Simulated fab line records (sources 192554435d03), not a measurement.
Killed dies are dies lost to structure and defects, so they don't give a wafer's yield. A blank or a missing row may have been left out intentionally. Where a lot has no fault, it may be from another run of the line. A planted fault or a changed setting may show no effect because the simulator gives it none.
fab line records	flow n5-finfet	part 2 of 2: steps 5 to 6 of 6
[record] lots = 24	wafers = 72	last-day = 18
route steps=1938 shown BEOL_M8@1333 BEOL_M9@1403
lots with no fault: from the same line, run without faults
start-h: hours from the record's first day to the start of the lot's first wafer shown	wait-h: hours since the lot's step before	" repeats the value in the row above	L1.1+2: a single row standing in for several wafers	- no value present, or no start provided	* or withheld: withheld	< > ~ a bound
route shown NAME@n: NAME is a module with steps in the file, n the number in the route of the first one	usual: average and standard deviation across the fault-free wafers	same: alike in all rows	chamber/n: place in a boat	sites: per-site readings	_std_site: standard deviation across them	_edge_site: outer sites' mean less inner sites'	radius-mm: how far each site lies from the wafer's centre	mask NAME#n: copy n	behind: the tool/chamber that last shaped the wafer	hold: reason for holding the lot/hours on hold/outcome of the hold	device: names the non-switching transistor (n, p or np)	end of line: the tests these same wafers got at the end of their route	where a step has no rows: the recipe by itself	killed: dies lost to structure and defects at the first sort, not the wafer's yield	map: dies across one wafer; x = killed, . = not, _ = none there
set.NAME: the setting that was run; set.NAME@STEP: the one run at that earlier step	model.NAME: the simulator's own value behind a step, which no gauge read
a sample of lots followed through the steps of the route, with each step as a table and each wafer as a row
services: from which hour (start-h, from the record's first day; less than 0 if before it) a tool's chamber was out of use, for how many hours, and why
[[steps]]
[step N5_BEOL_M9_PECVD_70]
[recipe] material = SiO2	target-thk-a = 200	temp-c = 400	precursor = TEOS/O2	pressure-torr = 5.5	rf-w = 450	teos-flow-sccm = 53.8	gas = O2	flow-sccm = 3000	time-s = 22.7
[usual] heater-power-w = 761/110	showerhead-plenum-p-Torr = 8.77/0.076	throttle-valve-pct = 22.4/1.3
lot.wafer	tool	chamber	start-h	wait-h	heater-power-w	showerhead-plenum-p-Torr	throttle-valve-pct
L074.2	pecvd-01	2	197.49	0.0	619	8.69	21.1
L074.4	"	2	"	"	629	8.68	21.3
L074.6	"	1	"	"	926	8.78	20.0
L075.1	pecvd-04	1	225.66	0.0	840	8.85	24.9
L075.4	"	1	"	"	843	8.82	24.8
L075.6	"	0	"	"	903	8.80	23.2
L076.3	pecvd-01	1	234.95	0.0	838	8.76	20.5
L076.5	"	1	"	"	830	8.78	20.4
L076.6	"	0	"	"	731	8.77	23.9
L077.2	pecvd-02	2	235.72	0.0	638	8.68	21.5
L077.4	"	0	"	"	771	8.79	21.9
L077.5	"	2	"	"	635	8.69	21.5
L078.1	pecvd-04	2	244.24	0.0	846	8.73	20.9
L078.3	"	1	"	"	927	8.82	25.1
L078.4	"	1	"	"	966	8.82	25.2
L079.1	pecvd-02	1	256.13	0.0	746	8.91	22.5
L079.3	"	2	"	"	584	8.69	21.2
L079.4	"	1	"	"	735	8.92	22.7
L080.2	pecvd-04	1	256.36	0.0	975	8.84	25.0
L080.3	"	2	"	"	891	8.73	21.2
L080.6	"	0	"	"	831	8.78	23.6
L082.4	pecvd-02	1	263.23	0.1	623	8.93	22.6
L082.5	"	0	"	"	660	8.78	22.2
L082.6	"	2	"	"	590	8.68	21.6
L085.2	pecvd-02	0	268.55	0.0	747	8.75	21.9
L085.3	"	0	"	"	734	8.73	22.0
L085.5	"	1	"	"	629	8.91	22.7
L081.3	pecvd-04	0	268.98	0.0	886	8.80	23.2
L081.5	"	0	"	"	895	8.78	23.3
L081.6	"	1	"	"	893	8.82	25.3
L083.4	pecvd-02	2	278.73	0.1	654	8.69	21.7
L083.5	"	1	"	"	723	8.93	22.6
L083.6	"	0	"	"	827	8.77	21.9
L084.3	pecvd-02	1	282.81	0.1	675	8.89	22.6
L084.4	"	2	"	"	646	8.66	21.5
L084.5	"	1	"	"	684	8.91	22.6
L087.1	pecvd-02	1	288.02	0.0	613	8.93	22.6
L087.3	"	2	"	"	678	8.65	21.7
L087.6	"	0	"	"	740	8.77	22.0
L088.2	pecvd-02	0	288.50	0.0	654	8.74	22.4
L088.4	"	2	"	"	586	8.69	21.6
L088.5	"	1	"	"	758	8.92	22.6
L086.1	pecvd-04	0	288.67	0.0	890	8.79	23.3
L086.3	"	2	"	"	870	8.73	21.3
L086.5	"	2	"	"	858	8.72	21.3
L089.4	pecvd-04	0	303.46	0.1	891	8.80	23.6
L089.5	"	2	"	"	911	8.73	21.3
L089.6	"	1	"	"	916	8.83	24.8
L090.1	pecvd-01	1	317.68	0.0	768	8.74	20.4
L090.3	"	2	"	"	685	8.68	21.7
L090.5	"	2	"	"	683	8.70	21.6
L093.2	pecvd-01	2	322.27	0.0	668	8.70	21.5
L093.3	"	1	"	"	950	8.77	20.3
L093.5	"	1	"	"	972	8.76	20.2
L091.3	pecvd-01	0	322.92	0.0	719	8.73	23.9
L091.5	"	2	"	"	603	8.70	21.3
L091.6	"	0	"	"	750	8.75	23.9
L092.2	pecvd-04	2	333.89	0.0	777	8.73	21.4
L092.3	"	1	"	"	842	8.85	24.9
L092.6	"	2	"	"	766	8.75	21.5
L094.1	pecvd-02	2	337.72	0.0	648	8.67	21.9
L094.5	"	2	"	"	667	8.68	21.6
L094.6	"	0	"	"	674	8.75	22.4
L095.1	pecvd-01	0	363.57	0.0	714	8.72	24.1
L095.4	"	2	"	"	681	8.68	21.4
L095.5	"	1	"	"	949	8.75	20.6
L097.2	pecvd-01	0	365.56	0.0	673	8.76	23.8
L097.3	"	2	"	"	602	8.70	21.5
L097.5	"	2	"	"	589	8.70	21.5
L096.1	pecvd-01	2	366.48	0.0	687	8.71	21.6
L096.2	"	0	"	"	726	8.75	23.8
L096.5	"	2	"	"	687	8.69	21.5
[step N5_BEOL_M9_STRIP_67]
[recipe] chemistry = CF4	resist = SiARC	power-w = 300	bias-power-w = 75	pressure-mtorr = 50	cf4-flow-sccm = 150	rf-frequency-hz = 6e+07
[usual] drypump-motor-current-A = 5.8/0.34	oes-product-au = 0.78/0.079	rf-vpp-V = 271.1/1.6	showerhead-plenum-p-Torr = 1.79/0.061	throttle-valve-pct = 13.58/0.24
lot.wafer	tool	chamber	start-h	wait-h	drypump-motor-current-A	oes-product-au	rf-hours-counter-h	rf-vpp-V	showerhead-plenum-p-Torr	throttle-valve-pct
L074.2	rie-diel-04	2	199.60	0.0	5.8	0.73	169	271.3	1.79	13.61
L074.4	"	0	"	"	5.5	0.70	224	268.6	1.69	13.78
L074.6	"	2	"	"	5.8	0.73	-	271.1	1.79	13.63
L075.1	rie-diel-04	2	229.16	0.0	5.8	0.73	177	271.3	1.79	13.65
L075.4	"	3	"	"	6.3	0.84	-	273.5	1.89	13.52
L075.6	"	0	"	"	5.5	0.70	-	269.9	1.69	13.79
L076.3	rie-diel-04	0	238.92	0.0	5.5	0.70	234	268.5	1.69	13.81
L076.5	"	0	"	"	5.5	0.69	-	270.3	1.69	13.80
L076.6	"	3	"	"	6.3	0.83	-	274.1	1.89	13.54
L077.2	rie-diel-04	0	239.17	0.0	5.5	0.70	234	269.1	1.69	13.80
L077.4	"	3	"	"	6.3	0.83	-	271.9	1.89	13.53
L077.5	"	2	"	"	5.8	0.73	-	272.1	1.78	13.66
L078.1	rie-diel-04	2	245.18	0.0	5.8	0.72	184	268.9	1.78	13.67
L078.3	"	0	"	"	5.5	0.70	236	269.9	1.69	13.81
L078.4	"	0	"	"	5.5	0.70	-	269.5	1.69	13.80
L079.1	rie-diel-03	3	261.21	0.0	5.5	0.70	208	273.6	1.85	13.72
L079.3	"	0	"	"	5.9	0.83	76	270.2	1.74	13.34
L079.4	"	1	"	"	5.7	0.76	165	270.8	1.78	13.42
L080.2	rie-diel-03	3	261.46	0.0	5.5	0.70	208	272.2	1.85	13.73
L080.3	"	2	"	"	6.0	0.74	189	270.8	1.73	13.77
L080.6	"	3	"	"	5.5	0.69	-	272.3	1.85	13.73
L082.4	rie-diel-03	1	264.77	0.0	5.7	0.75	166	271.2	1.78	13.41
L082.5	"	0	"	"	5.9	0.82	-	269.9	1.74	13.32
L082.6	"	1	"	"	5.7	0.76	-	270.9	1.78	13.41
L085.2	rie-diel-03	0	269.81	0.0	5.9	0.82	78	268.7	1.74	13.34
L085.3	"	1	"	"	5.7	0.76	168	271.1	1.78	13.41
L085.5	"	1	"	"	5.7	0.76	-	271.1	1.78	13.42
L081.3	rie-diel-03	2	271.57	0.0	6.0	0.75	193	269.4	1.73	13.79
L081.5	"	1	"	"	5.7	0.76	-	270.6	1.78	13.44
L081.6	"	0	"	"	5.9	0.82	-	268.4	1.74	13.34
L083.4	rie-diel-02	3	280.53	0.0	4.9	0.70	234	268.1	1.72	14.10
L083.5	"	3	"	"	4.9	0.71	-	268.9	1.72	14.08
L083.6	"	2	"	"	5.8	0.74	-	271.1	1.79	13.84
L084.3	rie-diel-02	3	284.08	0.0	4.8	0.71	236	269.4	1.72	14.08
L084.4	"	1	"	"	6.3	0.92	16	269.7	1.74	13.13
L084.5	"	0	"	"	5.7	0.91	-	272.1	1.81	13.23
L087.1	rie-diel-03	2	292.55	0.0	6.0	0.74	198	269.2	1.72	13.80
L087.3	"	0	"	"	5.9	0.82	84	271.2	1.73	13.35
L087.6	"	2	"	"	6.0	0.74	-	269.8	1.72	13.79
L088.2	rie-diel-03	2	292.80	0.0	6.0	0.74	198	269.4	1.72	13.79
L088.4	"	1	"	"	5.7	0.76	174	270.5	1.78	13.45
L088.5	"	2	"	"	6.0	0.75	-	269.7	1.72	13.80
L086.1	rie-diel-04	1	293.28	0.0	5.2	0.93	11	271.1	1.82	13.16
L086.3	"	3	"	"	6.3	0.82	83	271.9	1.89	13.59
L086.5	"	2	"	"	5.8	0.72	-	271.0	1.78	13.67
L089.4	rie-diel-02	3	304.97	0.0	4.9	0.70	-	268.7	1.72	14.11
L089.5	"	1	"	"	6.3	0.91	-	270.4	1.74	13.14
L089.6	"	2	"	"	5.8	0.74	-	270.3	1.79	13.85
L090.1	rie-diel-03	3	319.73	0.0	5.5	0.69	225	272.5	1.85	13.77
L090.3	"	1	"	"	5.7	0.75	183	269.4	1.77	13.45
L090.5	"	1	"	"	5.7	0.74	-	271.1	1.77	13.48
L093.2	rie-diel-03	1	324.60	0.0	5.7	0.74	185	272.4	1.77	13.46
L093.3	"	3	"	"	5.5	0.69	227	272.4	1.85	13.77
L093.5	"	0	"	"	5.9	0.81	-	269.8	1.73	13.37
L091.3	rie-diel-04	1	324.60	0.0	5.2	0.90	22	272.0	1.81	13.19
L091.5	"	2	"	"	5.8	0.71	-	273.2	1.78	13.72
L091.6	"	3	"	"	6.3	0.81	-	274.9	1.89	13.61
L092.2	rie-diel-03	2	336.43	0.0	6.0	0.73	212	268.4	1.72	13.83
L092.3	"	1	"	"	5.7	0.74	189	272.4	1.77	13.47
L092.6	"	0	"	"	5.9	0.80	-	269.8	1.73	13.38
L094.1	rie-diel-04	1	341.72	0.0	5.2	0.90	26	272.8	1.81	13.21
L094.5	"	1	"	"	5.2	0.90	-	270.6	1.81	13.20
L094.6	"	0	"	"	5.5	0.97	-	273.8	1.89	13.27
L095.1	rie-diel-04	2	365.03	0.0	5.8	0.70	221	270.9	1.77	13.74
L095.4	"	0	"	"	5.5	0.94	11	273.1	1.89	13.28
L095.5	"	2	"	"	5.8	0.70	-	270.1	1.77	13.75
L097.2	rie-diel-04	1	368.51	0.0	5.2	0.89	31	272.2	1.81	13.22
L097.3	"	0	"	"	5.5	0.93	12	273.5	1.89	13.28
L097.5	"	0	"	"	5.5	0.94	-	274.1	1.89	13.28
L096.1	rie-diel-03	1	368.51	0.0	5.7	0.74	198	271.4	1.77	13.49
L096.2	"	0	"	"	5.9	0.80	104	269.9	1.73	13.39
L096.5	"	0	"	"	5.9	0.80	-	269.4	1.73	13.38
[[services]]
tool	chamber	start-h	hours	kind
rie-diel-04	0	176.83	7.2	repair
uv-cure-03	-	180.91	3.4	pm
uv-cure-03	-	190.25	5.0	pm
pecvd-01	-	190.93	2.6	repair
rie-diel-04	0	204.06	8.8	repair
pecvd-02	2	212.62	8.6	repair
rie-diel-05	-	220.37	0.1	repair
rie-diel-05	-	242.12	2.8	pm
rie-diel-05	0	249.32	13.7	repair
uv-cure-03	-	256.83	2.1	pm
rie-diel-01	1	266.36	5.0	repair
pecvd-02	0	279.07	4.1	repair
rie-diel-04	0	284.54	18.3	repair
pecvd-01	-	293.53	14.6	pm
rie-diel-03	0	318.87	4.7	repair
rie-diel-06	-	323.83	2.8	pm
rie-diel-03	0	325.59	3.4	repair
uv-cure-02	-	325.66	7.5	pm
pecvd-02	-	339.09	14.6	pm
uv-cure-03	-	340.72	1.1	repair
rie-diel-04	1	350.14	7.9	repair
rie-diel-06	1	353.19	3.7	repair
pecvd-02	-	359.09	0.9	repair
rie-diel-01	0	368.40	6.1	repair
